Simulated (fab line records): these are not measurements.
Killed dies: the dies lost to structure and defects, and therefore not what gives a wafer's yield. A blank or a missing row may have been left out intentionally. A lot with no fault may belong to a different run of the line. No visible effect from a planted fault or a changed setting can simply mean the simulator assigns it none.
Struck lot and sound lot, side by side | flow n5 finfet | 18 out of 1938 route steps
Sound: wafers L613.1, L613.5, L613.6. The struck wafers were L601.3, L601.4, L601.6. The cause comes at the end.
Order at every step that has rows: each side's tool, ch and its chambers, its first start. Under that, the readings that differ: sound wafers | struck wafers | difference of the means | sigmas: that difference in standard deviations of wafers without a fault.
alike: a reading whose means differ by less than 2 such deviations, as well as words and numbers matching on both sides. not compared: withheld readings; readings where some wafer has no value; bounds like >300 that might hide an equal value; numbers whose values overlap and for which the record gives no deviation.
A row with sigmas, a row that says differs or no value, or rows on one side alone: a step with any of these is where the two part. Numbers that have no deviation but don't overlap get no sigmas and don't part them. Lack of a reading on every wafer of one side parts them only where that side has two or more wafers.

N5_BEOL_M10_RS_MEAS_57: measurement is done with a four-point probe.
  sound: film metro-02 at day 15 13:43; struck: film metro-01 at day 14 11:46
  alike: M10_RS
N5_BEOL_M10_INSPECT_58: inspects for defects (darkfield).
  sound: defect inspect-02 at day 15 13:44; struck: defect inspect-01 at day 14 11:47
  alike: raw defect count
N5_BEOL_M11_ILD_DEP_00: deposits SiCOH lowk from DEMS/porogen, target thk 308.51 nm, time 58 s.
  sound on pecvd-03 ch 0,1, day 15 13:46; struck on pecvd-01 ch 1,2, day 14 11:51
  alike: heater power w, showerhead plenum p Torr, throttle valve pct
N5_BEOL_M11_CURE_71: cures SiCOH lowk, time 240 s.
  sound on uv cure-01 ch 2, day 15 14:02; struck on uv cure-01 ch 2, day 14 12:10
  alike: lamp power pct, wafer_temp_C_max
N5_BEOL_M11_THK_MEAS_01:
  sound: film metro-01 at day 15 14:33; struck: film metro-02 at day 14 12:32
  alike: M11_ILD_THK
N5_BEOL_M11_PECVD_70: deposits SiO2 from TEOS/O2, target thk 20 nm, time 22.7 s.
  sound on pecvd-04 ch 0,1,2, day 15 14:35; struck on pecvd-04 ch 1,2, day 14 12:34
  alike: heater power w, showerhead plenum p Torr, throttle valve pct
N5_BEOL_M11_HM_DEP_02: deposits TiN, target thk 20 nm.
  sound: pvd sputter-02 at day 15 14:57; struck: pvd sputter-03 at day 14 15:05
  alike: throttle valve pct
then, 5 steps without rows for these wafers: N5_BEOL_M11_COAT_59 (time 60 s, resist thk 100 nm); N5_BEOL_M11_COAT_60 (time 60 s, resist thk 30 nm); N5_BEOL_M11_COAT_05 (resist thk 90 nm); N5_BEOL_M11_EBR_07; N5_BEOL_M11_SOFTBAKE_06 (time 60 s).
N5_BEOL_M11_EXPOSE_08: exposes mask M11.
  sound on arfi scanner-03 ch 0, day 15 15:19; struck on arfi scanner-02 ch 0, day 14 15:20
  reading                          | sound             | struck            | difference | sigmas
  exposure dose mJ cm2             | 53.73 53.79 53.73 | 53.69 53.66 53.58 | -0.11      | -2
  model.BEOL_M11.overlay x nm (nm) | -0.4 -0.4 -0.4    | 12.6 12.6 12.6    | +13.0      |
  alike: mask, reticle temp C
then, 2 steps without rows for these wafers: N5_BEOL_M11_PEB_09 (peb time 60 s); N5_BEOL_M11_DEVELOP_10 (develop time 30 s).
N5_BEOL_M11_CD_MEAS_11: the cd target is 64.1 nm.
  sound on cd sem-01 ch 0, day 15 15:27; struck on cd sem-03 ch 0, day 14 15:28
  alike: cd nm
N5_BEOL_M11_OVL_MEAS_12:
  sound on overlay-02 ch 0, day 15 15:29; struck on overlay-02 ch 0, day 14 15:29
  reading      | sound          | struck         | difference | sigmas
  M11_OVL (nm) | -0.3 -0.7 -0.3 | 12.2 12.2 11.7 | +12.5      | +15
N5_BEOL_M11_INSPECT_13: inspects for defects (brightfield).
  sound: defect inspect-02 at day 15 15:30; struck: defect inspect-02 at day 14 15:31
  alike: raw defect count

== WHERE THEY PART ==
First at N5_BEOL_M11_EXPOSE_08; last, within this record, at N5_BEOL_M11_OVL_MEAS_12. Later steps at which nothing parts them and some readings are alike: N5_BEOL_M11_INSPECT_13.

WHY: what the simulator had put in
Scanner matching overlay: arfi scanner-02, from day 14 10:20 on, at N5_BEOL_M11_EXPOSE_08. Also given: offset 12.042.
